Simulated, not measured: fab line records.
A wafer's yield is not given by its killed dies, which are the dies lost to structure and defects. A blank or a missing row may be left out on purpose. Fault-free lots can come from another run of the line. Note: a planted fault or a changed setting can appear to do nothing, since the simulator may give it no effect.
Which tool was responsible? | flow nand_harc | 13 lots with 38 wafers sampled at 4 steps, on a route of 1302 steps

WHAT EACH GAUGE READ, for each wafer
The record lacks any reading of a measuring or inspecting step that a usual standard deviation could be used to judge.

EACH LOT AND THE TOOL THAT RAN IT (in order: tool; ch and the chambers of the sampled wafers; start)
lot  | NHARC_P_M0_PRE_CLEAN_31         | NHARC_P_M0_DEP_32               | NHARC_P_M1_DESCUM_14               | NHARC_P_M1_ETCH_15
L771 | pecvd-04 ch 0,1,2, day 6 01:30  | pecvd-04 ch 0,1,2, day 6 01:37  | rie_diel-06 ch 0,1,3, day 6 02:52  | rie_diel-06 ch 0,1,2, day 6 03:02
L772 | pecvd-03 ch 0,2, day 6 09:07    | pecvd-03 ch 0,2, day 6 09:14    | rie_diel-09 ch 0,1, day 6 10:45    | rie_diel-09 ch 0,2, day 6 10:55
L774 | pecvd-04 ch 0,1,2, day 7 07:41  | pecvd-04 ch 0,1,2, day 7 07:49  | rie_diel-09 ch 0,1,3, day 7 09:01  | rie_diel-09 ch 0,1,3, day 7 09:12
L776 | pecvd-03 ch 1,2, day 8 06:22    | pecvd-03 ch 1,2, day 8 06:31    | rie_diel-09 ch 0,1,2, day 8 07:46  | rie_diel-09 ch 0,2, day 8 07:55
L775 | pecvd-03 ch 0,1, day 8 06:53    | pecvd-03 ch 0,1, day 8 07:00    | rie_diel-04 ch 2,3, day 8 08:24    | rie_diel-04 ch 1,2,3, day 8 08:34
L777 | pecvd-01 ch 0,1,2, day 9 00:49  | pecvd-01 ch 0,1,2, day 9 00:56  | rie_diel-06 ch 0,1,2, day 9 02:20  | rie_diel-06 ch 0,1, day 9 02:29
L779 | pecvd-01 ch 0,1, day 9 12:16    | pecvd-01 ch 0,1, day 9 12:20    | rie_diel-09 ch 2,3, day 9 13:47    | rie_diel-09 ch 0,1,2, day 9 13:58
L784 | pecvd-03 ch 1,2, day 11 09:20   | pecvd-03 ch 1,2, day 11 09:26   | rie_diel-06 ch 0,3, day 11 10:49   | rie_diel-06 ch 0,1, day 11 11:02
L787 | pecvd-04 ch 1,2, day 13 04:08   | pecvd-04 ch 1,2, day 13 04:17   | rie_diel-06 ch 0,1, day 13 05:29   | rie_diel-06 ch 1,2, day 13 05:40
L788 | pecvd-04 ch 0,1, day 13 06:27   | pecvd-04 ch 0,1, day 13 06:32   | rie_diel-06 ch 0,1,2, day 13 07:57 | rie_diel-06 ch 0,1,3, day 13 08:08
L789 | pecvd-03 ch 0,1,2, day 13 22:38 | pecvd-03 ch 0,1,2, day 13 22:43 | rie_diel-09 ch 0,1,3, day 14 00:02 | rie_diel-09 ch 0,2,3, day 14 00:13
L790 | pecvd-04 ch 1,2, day 13 22:59   | pecvd-04 ch 1,2, day 13 23:04   | rie_diel-04 ch 0,1, day 14 00:23   | rie_diel-04 ch 0,1,3, day 14 00:34
L792 | pecvd-03 ch 0,1, day 15 08:33   | pecvd-03 ch 0,1, day 15 08:41   | rie_diel-09 ch 1,2, day 15 09:55   | rie_diel-09 ch 0,1,2, day 15 10:07
- NHARC_P_M0_PRE_CLEAN_31: time 12 s.
- NHARC_P_M0_DEP_32: deposits SiCN, target thk 30 nm.
- NHARC_P_M1_DESCUM_14: chemistry O2, time 3 s.
- NHARC_P_M1_ETCH_15: etches the open film in C4F8/Ar, target depth 182.5 nm, time 91.2 s.

AS READ BY THE TOOLS THEMSELVES (means over the sampled wafers that have a number; for cases with no such wafer, the mark the record gives instead)
NHARC_P_M0_PRE_CLEAN_31. Usual: heater_power_w 642 W, standard deviation 78; rf_fwd_power_W 292.5 W, standard deviation 0.92.
lot  | tool     | heater_power_w (W) | rf_fwd_power_W (W) | flag
L771 | pecvd-04 | 637                | 292.3              |
L772 | pecvd-03 | 557                | 291.6              |
L774 | pecvd-04 | 632                | 292.8              |
L776 | pecvd-03 | 728                | 292.8              |
L775 | pecvd-03 | 644                | 292.9              |
L777 | pecvd-01 | 705                | 292.4              |
L779 | pecvd-01 | 663                | 292.4              |
L784 | pecvd-03 | 702                | 292.6              |
L787 | pecvd-04 | 612                | 292.6              |
L788 | pecvd-04 | 557                | 292.1              |
L789 | pecvd-03 | 667                | 292.2              |
L790 | pecvd-04 | 630                | 293.3              |
L792 | pecvd-03 | 638                | 292.6              |

NHARC_P_M0_DEP_32. Usual: heater_power_w 590 W, standard deviation 71; rf_fwd_power_W 448.8 W, standard deviation 1.5.
lot  | tool     | heater_power_w (W) | rf_fwd_power_W (W) | flag
L771 | pecvd-04 | 580                | 448.6              |
L772 | pecvd-03 | 556                | 449.9              |
L774 | pecvd-04 | 547                | 447.4              |
L776 | pecvd-03 | 701                | 449.0              |
L775 | pecvd-03 | 516                | 449.5              |
L777 | pecvd-01 | 578                | 448.8              |
L779 | pecvd-01 | 626                | 448.9              |
L784 | pecvd-03 | 607                | 449.7              |
L787 | pecvd-04 | 544                | 449.2              |
L788 | pecvd-04 | 534                | 449.7              |
L789 | pecvd-03 | 644                | 449.1              |
L790 | pecvd-04 | 594                | 447.5              |
L792 | pecvd-03 | 643                | 449.7              |

NHARC_P_M1_DESCUM_14. Usual: drypump_motor_current_A 5.9 A, standard deviation 0.33; mfc_ar_sccm 0.011 sccm, standard deviation 0.011; oes_product_au 1.000 a.u., standard deviation 0.012; rf_vpp_V 57.8 V, standard deviation 0.97; showerhead_plenum_p_Torr 1.91 Torr, standard deviation 0.1; throttle_valve_pct 11.311 %, standard deviation 0.0087.
lot  | tool        | drypump_motor_current_A (A) | mfc_ar_sccm (sccm) | oes_product_au (a.u.) | rf_vpp_V (V) | showerhead_plenum_p_Torr (Torr) | throttle_valve_pct (%) | flag
L771 | rie_diel-06 | 6.1                         | 0.019              | 0.996                 | 56.4         | 1.80                            | 11.304                 |
L772 | rie_diel-09 | 5.7                         | 0.004              | 1.004                 | 57.6         | 1.97                            | 11.310                 |
L774 | rie_diel-09 | 5.8                         | 0.002              | 1.003                 | 58.3         | 1.99                            | 11.311                 |
L776 | rie_diel-09 | 5.8                         | 0.002              | 0.987                 | 58.0         | 1.98                            | 11.308                 |
L775 | rie_diel-04 | 5.3                         | 0.025              | 0.996                 | 57.4         | 1.83                            | 11.305                 |
L777 | rie_diel-06 | 6.0                         | 0.011              | 0.998                 | 57.1         | 1.87                            | 11.306                 |
L779 | rie_diel-09 | 6.1                         | 0.000              | 1.008                 | 58.1         | 2.04                            | 11.315                 |
L784 | rie_diel-06 | 6.2                         | 0.022              | 1.002                 | 56.8         | 1.79                            | 11.314                 |
L787 | rie_diel-06 | 6.2                         | 0.013              | 0.998                 | 57.6         | 1.81                            | 11.310                 |
L788 | rie_diel-06 | 6.0                         | 0.011              | 0.998                 | 57.2         | 1.87                            | 11.302                 |
L789 | rie_diel-09 | 5.8                         | 0.002              | 1.005                 | 58.5         | 1.99                            | 11.312                 |
L790 | rie_diel-04 | 5.8                         | 0.002              | 0.994                 | 57.2         | 1.85                            | 11.310                 |
L792 | rie_diel-09 | 5.9                         | 0.004              | 0.996                 | 58.1         | 2.00                            | 11.309                 |

NHARC_P_M1_ETCH_15. Usual: oes_product_au 0.958 a.u., standard deviation 0.024; rf_fwd_power_W 596.4 W, standard deviation 1.8; rf_vpp_V 441 V, standard deviation 3.4.
lot  | tool        | oes_product_au (a.u.) | rf_fwd_power_W (W) | rf_vpp_V (V) | flag
L771 | rie_diel-06 | 0.970                 | 597.6              | 439          |
L772 | rie_diel-09 | 0.917                 | 595.9              | 443          |
L774 | rie_diel-09 | 0.971                 | 596.4              | 444          |
L776 | rie_diel-09 | 0.971                 | 595.6              | 443          |
L775 | rie_diel-04 | 0.922                 | 596.4              | 439          |
L777 | rie_diel-06 | 0.957                 | 596.4              | 437          |
L779 | rie_diel-09 | 0.971                 | 596.0              | 443          |
L784 | rie_diel-06 | 0.933                 | 595.8              | 437          |
L787 | rie_diel-06 | 0.968                 | 596.8              | 442          |
L788 | rie_diel-06 | 0.895                 | 595.6              | 438          |
L789 | rie_diel-09 | 0.970                 | 598.0              | 443          |
L790 | rie_diel-04 | 0.917                 | 596.2              | 442          |
L792 | rie_diel-09 | 0.967                 | 595.6              | 443          |

THE ANSWER, worked out from the rows above alone
Rule: lot off if the mean of its wafers having a number is beyond 3 standard deviations from the usual mean. A lot without any number at a reading at which 4 lots or more have one is off too. The other lots that the step has rows for count as sound. The gauges are gone through in route order, then the tools' own readings, and for those a lot's mean is taken as printed above. At the first step where some lot is off, the reading lying furthest off is the one used; lots without a number count as furthest.
No lot is off at any reading shown: from this, nothing can be told.

WHAT THE SIMULATOR PUT IN
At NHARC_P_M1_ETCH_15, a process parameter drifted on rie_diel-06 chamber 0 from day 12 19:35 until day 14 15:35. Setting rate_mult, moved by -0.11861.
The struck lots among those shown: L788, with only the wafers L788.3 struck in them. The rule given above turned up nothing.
